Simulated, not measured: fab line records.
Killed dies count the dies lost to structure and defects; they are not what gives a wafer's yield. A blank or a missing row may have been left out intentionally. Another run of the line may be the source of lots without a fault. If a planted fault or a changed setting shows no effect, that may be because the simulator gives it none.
fab line records ; flow n5Finfet
record lots=11; wafers=33; lastDay=17
route steps=1938 shown BEOL_M10@1521 BEOL_M11@1536
lots that met no fault: taken from a fault-free run of the same line
startH: the number of hours between the record's first day and the start of the first shown wafer of the lot ; waitH: hours from the lot's prior step to this one ; " identical to the entry in the row above ; L1.1+2: a row that stands for several wafers ; - no value, or no start given ; * or withheld: withheld ; < > ~ a bound
route shown NAME@n: names a module that has steps shown in the file, with the first one's number in the route ; usual: mean/standard deviation taken from wafers without a fault ; same: alike in all rows ; chamber/n: place in a boat ; sites: each site's reading ; _std_site: standard deviation of those values ; _edge_site: inner sites' mean taken away from outer sites' mean ; radiusMm: how far each site lies from the wafer's centre ; mask NAME#n: copy n ; behind: the tool/chamber that last shaped the wafer ; hold: cause of the lot's hold/its duration in hours/its outcome ; device: the n, p or np transistor that did not switch ; end of line: tests run on the same wafers once the route is complete ; a step without rows: its recipe alone ; killed: at the first sort, the dies lost to defects and structure; wafer yield is something else ; map: dies across one wafer; x = killed, . = not, _ = none there
set.NAME: the run value of the setting; set.NAME@STEP: its run value at that earlier step ; model.NAME: the simulator's own value behind a step, which no gauge read
steps of the route over a sample of lots; a table a step, a row a wafer
services: from which hour (startH, from the record's first day; less than 0 if before it) a tool's chamber was out of use, for how many hours, and why
## steps
# step N5_BEOL_M10_CURE_72
# recipe tempC=370; timeS=120; ambient=DMADMS/He; material=SiCOH_lowk
# usual lampPowerPct=52.32/0.053; wafer_temp_C_max=371.9/0.48
lot.wafer;tool;chamber;startH;waitH;lampPowerPct;wafer_temp_C_max
L693.2;uvCure-03;1;224.85;0.1;52.25;371.6
L693.3;uvCure-03;1;224.85;0.1;52.33;371.5
L693.5;uvCure-03;1;224.85;0.1;52.31;371.5
L695.1;uvCure-02;2;230.05;0.0;52.37;371.5
L695.2;uvCure-02;2;230.05;0.0;52.39;371.5
L695.5;uvCure-02;2;230.05;0.0;52.39;372.0
L702.1;uvCure-02;2;277.64;0.0;52.34;371.8
L702.2;uvCure-02;2;277.64;0.0;52.33;371.4
L702.6;uvCure-02;2;277.64;0.0;52.36;371.4
L707.1;uvCure-02;2;306.23;0.5;52.38;371.0
L707.4;uvCure-02;2;306.23;0.5;52.33;371.5
L707.5;uvCure-02;2;306.23;0.5;52.31;371.4
L706.3;uvCure-02;2;309.02;0.1;52.24;371.8
L706.4;uvCure-02;2;309.02;0.1;52.30;371.6
L706.5;uvCure-02;2;309.02;0.1;52.32;371.5
L710.2;uvCure-02;1;309.57;0.4;52.33;371.3
L710.3;uvCure-02;1;309.57;0.4;52.22;371.8
L710.6;uvCure-02;1;309.57;0.4;52.38;372.0
L708.1;uvCure-02;1;319.13;0.0;52.40;371.7
L708.2;uvCure-02;1;319.13;0.0;52.26;372.1
L708.6;uvCure-02;1;319.13;0.0;52.33;371.6
L714.1;uvCure-02;0;345.29;0.3;52.31;372.1
L714.3;uvCure-02;0;345.29;0.3;52.31;372.6
L714.6;uvCure-02;0;345.29;0.3;52.31;372.8
L712.1;uvCure-01;0;345.66;0.2;52.37;372.6
L712.2;uvCure-01;0;345.66;0.2;52.26;373.3
L712.5;uvCure-01;0;345.66;0.2;52.28;372.3
L716.1;uvCure-01;1;360.63;0.1;52.29;372.4
L716.4;uvCure-01;1;360.63;0.1;52.29;372.4
L716.6;uvCure-01;1;360.63;0.1;52.27;371.6
L715.2;uvCure-01;2;360.98;0.2;52.34;372.1
L715.5;uvCure-01;2;360.98;0.2;52.24;372.2
L715.6;uvCure-01;2;360.98;0.2;52.36;371.9
# step N5_BEOL_M10_DEP_56
# recipe material=SiCN; targetThkA=150; tempC=withheld; precursor=3MS/NH3; pressureTorr=3; rfW=202; timeS=26.5
# usual showerheadPlenumPTorr=3.666/0.015; throttleValvePct=9.1/0.41
lot.wafer;tool;chamber;startH;waitH;showerheadPlenumPTorr;throttleValvePct
L693.2;pecvd-02;0;228.43;0.0;3.689;8.8
L693.3;pecvd-02;0;228.43;0.0;3.686;8.7
L693.5;pecvd-02;1;228.43;0.0;3.657;9.2
L695.1;pecvd-04;2;232.37;0.0;3.646;9.6
L695.2;pecvd-04;1;232.37;0.0;3.674;8.8
L695.5;pecvd-04;1;232.37;0.0;3.684;8.7
L702.1;pecvd-04;0;279.85;0.0;3.640;9.2
L702.2;pecvd-04;2;279.85;0.0;3.657;9.4
L702.6;pecvd-04;0;279.85;0.0;3.652;9.3
L707.1;pecvd-01;1;309.78;0.0;3.668;8.9
L707.4;pecvd-01;2;309.78;0.0;3.660;9.2
L707.5;pecvd-01;0;309.78;0.0;3.658;9.6
L706.3;pecvd-02;0;312.21;0.0;3.691;8.6
L706.4;pecvd-02;2;312.21;0.0;3.675;8.7
L706.5;pecvd-02;1;312.21;0.0;3.654;9.7
L710.2;pecvd-01;1;313.68;0.0;3.654;8.8
L710.3;pecvd-01;0;313.68;0.0;3.656;9.6
L710.6;pecvd-01;1;313.68;0.0;3.660;9.0
L708.1;pecvd-01;0;321.69;0.0;3.650;9.5
L708.2;pecvd-01;1;321.69;0.0;3.656;9.1
L708.6;pecvd-01;2;321.69;0.0;3.673;9.2
L714.1;pecvd-02;1;348.76;0.0;3.679;9.7
L714.3;pecvd-02;2;348.76;0.0;3.680;8.4
L714.6;pecvd-02;2;348.76;0.0;3.680;8.5
L712.1;pecvd-02;0;349.30;0.0;3.688;8.7
L712.2;pecvd-02;2;349.30;0.0;3.686;8.5
L712.5;pecvd-02;1;349.30;0.0;3.653;9.8
L716.1;pecvd-04;1;362.72;0.0;3.689;9.0
L716.4;pecvd-04;2;362.72;0.0;3.648;9.4
L716.6;pecvd-04;0;362.72;0.0;3.655;9.1
L715.2;pecvd-02;1;364.05;0.0;3.659;9.6
L715.5;pecvd-02;2;364.05;0.0;3.674;8.9
L715.6;pecvd-02;0;364.05;0.0;3.681;9.1
# step N5_BEOL_M11_ILD_DEP_00
# recipe material=SiCOH_lowk; targetThkA=3085.1; tempC=300; precursor=DEMS/porogen; pressureTorr=5; rfW=500; timeS=58
# usual heaterPowerW=299/44; runLengthS=100.9/0.67; showerheadPlenumPTorr=5.742/0.012; throttleValvePct=14.0/0.63
lot.wafer;tool;chamber;startH;waitH;heaterPowerW;runLengthS;showerheadPlenumPTorr;throttleValvePct
L693.2;pecvd-01;2;228.58;0.0;259;99.9;5.749;13.9
L693.3;pecvd-01;0;228.58;0.0;356;100.8;5.729;14.4
L693.5;pecvd-01;0;228.58;0.0;271;101.2;5.729;14.7
L695.1;pecvd-01;2;232.51;0.0;265;100.0;5.747;13.9
L695.2;pecvd-01;0;232.51;0.0;336;101.4;5.726;14.8
L695.5;pecvd-01;0;232.51;0.0;343;101.5;5.717;14.6
L702.1;pecvd-01;2;280.01;0.0;294;99.7;5.747;13.9
L702.2;pecvd-01;0;280.01;0.0;288;100.8;5.727;14.5
L702.6;pecvd-01;2;280.01;0.0;299;81.7;5.740;14.1
L707.1;pecvd-02;1;309.91;0.0;295;101.3;5.732;14.6
L707.4;pecvd-02;2;309.91;0.0;313;99.8;5.759;12.9
L707.5;pecvd-02;1;309.91;0.0;305;101.7;5.739;14.6
L706.3;pecvd-02;2;312.35;0.0;332;99.8;5.775;13.2
L706.4;pecvd-02;1;312.35;0.0;275;102.0;5.738;14.8
L706.5;pecvd-02;2;312.35;0.0;339;100.0;5.752;13.2
L710.2;pecvd-02;2;313.82;0.0;321;99.8;5.770;13.2
L710.3;pecvd-02;0;313.82;0.0;293;101.2;5.767;13.4
L710.6;pecvd-02;2;313.82;0.0;342;99.8;5.755;13.1
L708.1;pecvd-02;1;321.84;0.0;321;101.7;5.726;14.8
L708.2;pecvd-02;2;321.84;0.0;323;99.7;5.762;13.2
L708.6;pecvd-02;0;321.84;0.0;293;101.3;5.751;13.5
L714.1;pecvd-01;0;348.89;0.0;351;101.5;5.749;14.8
L714.3;pecvd-01;2;348.89;0.0;263;99.8;5.750;13.8
L714.6;pecvd-01;1;348.89;0.0;361;101.3;5.737;13.3
L712.1;pecvd-01;2;349.43;0.0;325;100.4;5.745;14.3
L712.2;pecvd-01;0;349.43;0.0;317;101.4;5.729;14.6
L712.5;pecvd-01;1;349.43;0.0;295;101.1;5.738;13.6
L716.1;pecvd-01;0;362.86;0.0;293;100.8;5.725;14.6
L716.4;pecvd-01;1;362.86;0.0;312;100.9;5.732;13.3
L716.6;pecvd-01;2;362.86;0.0;304;99.8;5.748;14.0
L715.2;pecvd-01;1;364.18;0.0;309;101.1;5.732;13.5
L715.5;pecvd-01;2;364.18;0.0;304;100.5;5.752;13.7
L715.6;pecvd-01;1;364.18;0.0;325;101.6;5.733;13.5
# step N5_BEOL_M11_CURE_71
# recipe tempC=385; timeS=240; ambient=He/Ar; material=SiCOH_lowk
# usual lampPowerPct=52.31/0.048; wafer_temp_C_max=387.0/0.56
lot.wafer;tool;chamber;startH;waitH;lampPowerPct;wafer_temp_C_max
L693.2;uvCure-03;1;228.74;0.1;52.22;387.8
L693.3;uvCure-03;1;228.74;0.1;52.31;386.7
L693.5;uvCure-03;1;228.74;0.1;52.31;387.4
L695.1;uvCure-03;2;233.04;0.5;52.24;386.4
L695.2;uvCure-03;2;233.04;0.5;52.28;386.4
L695.5;uvCure-03;2;233.04;0.5;52.38;386.4
L702.1;uvCure-01;0;280.08;0.0;52.34;387.2
L702.2;uvCure-01;0;280.08;0.0;52.37;387.3
L702.6;uvCure-01;0;280.08;0.0;52.32;387.6
L707.1;uvCure-02;0;310.01;0.1;52.25;387.2
L707.4;uvCure-02;0;310.01;0.1;52.28;387.5
L707.5;uvCure-02;0;310.01;0.1;52.30;388.0
L706.3;uvCure-01;0;313.29;0.9;52.28;387.0
L706.4;uvCure-01;0;313.29;0.9;52.25;387.4
L706.5;uvCure-01;0;313.29;0.9;52.29;387.4
L710.2;uvCure-01;0;314.09;0.2;52.35;387.9
L710.3;uvCure-01;0;314.09;0.2;52.35;388.6
L710.6;uvCure-01;0;314.09;0.2;52.33;387.6
L708.1;uvCure-02;0;322.16;0.3;52.33;386.9
L708.2;uvCure-02;0;322.16;0.3;52.30;387.1
L708.6;uvCure-02;0;322.16;0.3;52.23;386.4
L714.1;uvCure-01;2;348.97;0.0;52.36;387.3
L714.3;uvCure-01;2;348.97;0.0;52.20;386.8
L714.6;uvCure-01;2;348.97;0.0;52.23;387.5
L712.1;uvCure-02;2;349.52;0.1;52.29;386.0
L712.2;uvCure-02;2;349.52;0.1;52.32;386.6
L712.5;uvCure-02;2;349.52;0.1;52.34;386.6
L716.1;uvCure-02;1;362.94;0.0;52.29;387.0
L716.4;uvCure-02;1;362.94;0.0;52.34;387.0
L716.6;uvCure-02;1;362.94;0.0;52.38;386.9
L715.2;uvCure-02;1;364.51;0.3;52.35;386.8
L715.5;uvCure-02;1;364.51;0.3;52.40;386.6
L715.6;uvCure-02;1;364.51;0.3;52.27;387.1
# step N5_BEOL_M11_THK_MEAS_01
# recipe reads=SiCOH_lowk_of_BEOL_M11_ILD_DEP_00
# usual M11_ILD_THK=268/3.4
lot.wafer;tool;chamber;startH;waitH;M11_ILD_THK[nm]
L693.2;filmMetro-01;-;229.17;0.4;265
L693.3;filmMetro-01;-;229.17;0.4;263
L693.5;filmMetro-01;-;229.17;0.4;268
L695.1;filmMetro-01;-;233.56;0.4;274
L695.2;filmMetro-01;-;233.56;0.4;273
L695.5;filmMetro-01;-;233.56;0.4;269
L702.1;filmMetro-02;-;280.60;0.4;272
L702.2;filmMetro-02;-;280.60;0.4;263
L702.6;filmMetro-02;-;280.60;0.4;191
L707.1;filmMetro-01;-;310.52;0.4;269
L707.4;filmMetro-01;-;310.52;0.4;270
L707.5;filmMetro-01;-;310.52;0.4;271
L706.3;filmMetro-02;-;313.97;0.5;268
L706.4;filmMetro-02;-;313.97;0.5;274
L706.5;filmMetro-02;-;313.97;0.5;273
L710.2;filmMetro-01;-;314.93;0.7;267
L710.3;filmMetro-01;-;314.93;0.7;265
L710.6;filmMetro-01;-;314.93;0.7;269
L708.1;filmMetro-02;-;322.67;0.4;264
L708.2;filmMetro-02;-;322.67;0.4;260
L708.6;filmMetro-02;-;322.67;0.4;270
L714.1;filmMetro-02;-;349.48;0.4;266
L714.3;filmMetro-02;-;349.48;0.4;267
L714.6;filmMetro-02;-;349.48;0.4;270
L712.1;filmMetro-01;-;350.04;0.4;266
L712.2;filmMetro-01;-;350.04;0.4;261
L712.5;filmMetro-01;-;350.04;0.4;268
L716.1;filmMetro-02;-;363.45;0.4;266
L716.4;filmMetro-02;-;363.45;0.4;273
L716.6;filmMetro-02;-;363.45;0.4;274
L715.2;filmMetro-02;-;364.96;0.4;263
L715.5;filmMetro-02;-;364.96;0.4;268
L715.6;filmMetro-02;-;364.96;0.4;269
## services
tool;chamber;startH;hours;kind
pecvd-02;2;202.38;-;clean
pecvd-02;2;202.38;-;consumableReplace:showerhead
pecvd-02;2;202.38;29.0;scheduledDown
pecvd-02;2;202.38;29.0;ventCycle
pecvd-01;0;214.63;5.5;scheduledDown
uvCure-01;-;222.97;2.1;pm
uvCure-02;-;232.28;6.0;pm
pecvd-04;0;233.51;2.1;scheduledDown
pecvd-04;1;236.22;5.5;scheduledDown
pecvd-04;2;241.68;16.5;scheduledDown
uvCure-03;-;247.32;129.3;repair
pecvd-04;1;277.93;6.6;repair
pecvd-01;1;285.45;3.6;repair
uvCure-01;-;288.41;7.5;pm
pecvd-04;2;290.08;10.2;scheduledDown
pecvd-02;1;297.77;2.1;scheduledDown
pecvd-01;2;301.67;5.5;scheduledDown
pecvd-02;-;314.19;0.9;repair
pecvd-04;-;348.77;4.3;pm
## key
firstSign step=N5_BEOL_M11_ILD_DEP_00; reading=runLengthS; direction=down; sigmas=29; usual=*; struck=*
effect step=N5_BEOL_M11_THK_MEAS_01; reading=M11_ILD_THK; direction=down; sigmas=22; usual=268; struck=191
metAt N5_BEOL_M11_ILD_DEP_00
struckLots L702
struckWafers L702.6
notActingAt N5_BEOL_M10_CURE_72,N5_BEOL_M10_DEP_56,N5_BEOL_M11_CURE_71
onsetBetween 232.51 280.01
fault kind=processParameterDrift; tool=pecvd-01; chamber=-; onsetH=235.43; steps=N5_BEOL_M11_ILD_DEP_00; channel=timeS; offset=*; shape=step; endH=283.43; scope=struckWafersOnly; actsIn=*; stated=*
